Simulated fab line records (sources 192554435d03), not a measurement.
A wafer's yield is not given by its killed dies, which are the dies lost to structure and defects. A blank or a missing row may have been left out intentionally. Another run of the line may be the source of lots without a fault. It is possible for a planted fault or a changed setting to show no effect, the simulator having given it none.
Check of tool commonality || flow n5 finfet || 9 lots and 26 wafers in the sample

THE REASON FOR OPENING IT
At N5_SD_ACTIVATION_RS_MEAS_03 the reading RS_SD_N is flagged on 3 of 9 lots. No-fault wafers: 21.95 ohm/sq, standard deviation 0.28.
Rule: a lot is flagged in two cases, either no wafer of it has a number, or all its wafers with numbers fall more than 4 standard deviations from that mean. The other lots count as sound.

{"lot": "L666", "measured": "day 3 09:44", "on": "film metro-01", "RS_SD_N (ohm/sq), wafer by wafer": "22.26 22.34 22.18", "flag": ""}
{"lot": "L668", "measured": "day 3 22:59", "on": "film metro-01", "RS_SD_N (ohm/sq), wafer by wafer": "21.73 22.09 21.71", "flag": ""}
{"lot": "L672", "measured": "day 5 02:54", "on": "film metro-01", "RS_SD_N (ohm/sq), wafer by wafer": "25.29 25.47 25.65", "flag": "FLAGGED"}
{"lot": "L674", "measured": "day 5 12:50", "on": "film metro-02", "RS_SD_N (ohm/sq), wafer by wafer": "25.16 24.72 25.24", "flag": "FLAGGED"}
{"lot": "L675", "measured": "day 5 15:10", "on": "film metro-02", "RS_SD_N (ohm/sq), wafer by wafer": "22.23 22.14", "flag": ""}
{"lot": "L676", "measured": "day 5 22:44", "on": "film metro-02", "RS_SD_N (ohm/sq), wafer by wafer": "25.40 25.45 25.13", "flag": "FLAGGED"}
{"lot": "L683", "measured": "day 7 17:13", "on": "film metro-02", "RS_SD_N (ohm/sq), wafer by wafer": "21.79 21.82 21.87", "flag": ""}
{"lot": "L686", "measured": "day 8 12:32", "on": "film metro-02", "RS_SD_N (ohm/sq), wafer by wafer": "21.58 21.79 21.82", "flag": ""}
{"lot": "L688", "measured": "day 8 21:33", "on": "film metro-01", "RS_SD_N (ohm/sq), wafer by wafer": "21.69 22.23 21.80", "flag": ""}
The numbers of the flagged lots are 25.28 ohm/sq on average: +3.33 ohm/sq against the usual, or +12 standard deviations.

EACH LOT AND THE TOOL IT RAN ON
Before the reading, the record contains 3 process steps out of a 1938-step route. Every cell lists first the tool, next ch and the chambers used by the sampled wafers, and last the start.
{"lot": "L666", "flag": "", "N5_SD_EPI_N_LINER_46": "ald sin-03 ch 0,2,3, day 3 03:56", "N5_SD_EPI_P_ETCH_47": "rie diel-06 ch 1,2,3, day 3 05:11", "N5_SD_ACTIVATION_LSA_01": "laser anneal-01 ch 0, day 3 09:34"}
{"lot": "L668", "flag": "", "N5_SD_EPI_N_LINER_46": "ald sin-02 ch 0,1,3, day 3 17:47", "N5_SD_EPI_P_ETCH_47": "rie diel-02 ch 1,2,3, day 3 19:02", "N5_SD_ACTIVATION_LSA_01": "laser anneal-01 ch 0, day 3 22:46"}
{"lot": "L672", "flag": "FLAGGED", "N5_SD_EPI_N_LINER_46": "ald sin-04 ch 1,2, day 4 20:13", "N5_SD_EPI_P_ETCH_47": "rie diel-04 ch 2,3, day 4 22:26", "N5_SD_ACTIVATION_LSA_01": "laser anneal-01 ch 0, day 5 02:42"}
{"lot": "L674", "flag": "FLAGGED", "N5_SD_EPI_N_LINER_46": "ald sin-02 ch 0,1,2, day 5 06:56", "N5_SD_EPI_P_ETCH_47": "rie diel-02 ch 0,1,2, day 5 08:16", "N5_SD_ACTIVATION_LSA_01": "laser anneal-01 ch 0, day 5 12:38"}
{"lot": "L675", "flag": "", "N5_SD_EPI_N_LINER_46": "ald sin-03 ch 0,3, day 5 10:10", "N5_SD_EPI_P_ETCH_47": "rie diel-02 ch 1,2, day 5 11:30", "N5_SD_ACTIVATION_LSA_01": "laser anneal-02 ch 0, day 5 15:00"}
{"lot": "L676", "flag": "FLAGGED", "N5_SD_EPI_N_LINER_46": "ald sin-03 ch 0,1, day 5 16:56", "N5_SD_EPI_P_ETCH_47": "rie diel-06 ch 0,1,2, day 5 18:11", "N5_SD_ACTIVATION_LSA_01": "laser anneal-01 ch 0, day 5 22:33"}
{"lot": "L683", "flag": "", "N5_SD_EPI_N_LINER_46": "ald sin-03 ch 2,3, day 7 11:25", "N5_SD_EPI_P_ETCH_47": "rie diel-04 ch 0,3, day 7 12:40", "N5_SD_ACTIVATION_LSA_01": "laser anneal-02 ch 0, day 7 17:01"}
{"lot": "L686", "flag": "", "N5_SD_EPI_N_LINER_46": "ald sin-02 ch 0,1,3, day 8 06:46", "N5_SD_EPI_P_ETCH_47": "rie diel-04 ch 0,2,3, day 8 08:01", "N5_SD_ACTIVATION_LSA_01": "laser anneal-01 ch 0, day 8 12:21"}
{"lot": "L688", "flag": "", "N5_SD_EPI_N_LINER_46": "ald sin-02 ch 0,1,3, day 8 16:16", "N5_SD_EPI_P_ETCH_47": "rie diel-02 ch 0,1,3, day 8 17:31", "N5_SD_ACTIVATION_LSA_01": "laser anneal-01 ch 0, day 8 21:21"}
What these steps do:
- N5_SD_EPI_N_LINER_46: material SiNx, target thk 3 nm.
- N5_SD_EPI_P_ETCH_47: etches SiOCN in CH3F/O2, target depth 25 nm.
- N5_SD_ACTIVATION_LSA_01: time 0.0008 s.
- N5_SD_ACTIVATION_RS_MEAS_03: measures by four-point-probe.

FLAGGED AGAINST TOTAL, ONE TOOL AT A TIME (gauges that did the reading follow at the end)
{"step": "N5_SD_EPI_N_LINER_46", "tool": "ald sin-02", "lots run": 4, "flagged": 1, "share of the flagged lots": "some", "sound lots run after its first flagged lot": "2 (L686,L688)"}
{"step": "N5_SD_EPI_N_LINER_46", "tool": "ald sin-03", "lots run": 4, "flagged": 1, "share of the flagged lots": "some", "sound lots run after its first flagged lot": "1 (L683)"}
{"step": "N5_SD_EPI_N_LINER_46", "tool": "ald sin-04", "lots run": 1, "flagged": 1, "share of the flagged lots": "some", "sound lots run after its first flagged lot": 0}
{"step": "N5_SD_EPI_P_ETCH_47", "tool": "rie diel-02", "lots run": 4, "flagged": 1, "share of the flagged lots": "some", "sound lots run after its first flagged lot": "2 (L675,L688)"}
{"step": "N5_SD_EPI_P_ETCH_47", "tool": "rie diel-04", "lots run": 3, "flagged": 1, "share of the flagged lots": "some", "sound lots run after its first flagged lot": "2 (L683,L686)"}
{"step": "N5_SD_EPI_P_ETCH_47", "tool": "rie diel-06", "lots run": 2, "flagged": 1, "share of the flagged lots": "some", "sound lots run after its first flagged lot": 0}
{"step": "N5_SD_ACTIVATION_LSA_01", "tool": "laser anneal-01", "lots run": 7, "flagged": 3, "share of the flagged lots": "all", "sound lots run after its first flagged lot": "2 (L686,L688)"}
{"step": "N5_SD_ACTIVATION_LSA_01", "tool": "laser anneal-02", "lots run": 2, "flagged": 0, "share of the flagged lots": "none", "sound lots run after its first flagged lot": "-"}
{"step": "N5_SD_ACTIVATION_RS_MEAS_03", "tool": "film metro-01", "lots run": 4, "flagged": 1, "share of the flagged lots": "some", "sound lots run after its first flagged lot": "1 (L688)"}
{"step": "N5_SD_ACTIVATION_RS_MEAS_03", "tool": "film metro-02", "lots run": 5, "flagged": 2, "share of the flagged lots": "some", "sound lots run after its first flagged lot": "3 (L675,L683,L686)"}

WHAT THE TABLE ALLOWS
1 row of the table ran every flagged lot: laser anneal-01 at N5_SD_ACTIVATION_LSA_01.
- laser anneal-01 at N5_SD_ACTIVATION_LSA_01 ran 7 lots, 3 of them flagged. Sound lots followed the first flagged one (L686, L688) on it, something a lasting fault affecting the whole tool could not allow. Its own readings lie more than 4 standard deviations out on every wafer of the flagged lots: wafer_temp_C_max.
Not one row of the table ran every flagged lot while running no sound lot after the first.

WHAT WAS PUT IN BY THE SIMULATOR
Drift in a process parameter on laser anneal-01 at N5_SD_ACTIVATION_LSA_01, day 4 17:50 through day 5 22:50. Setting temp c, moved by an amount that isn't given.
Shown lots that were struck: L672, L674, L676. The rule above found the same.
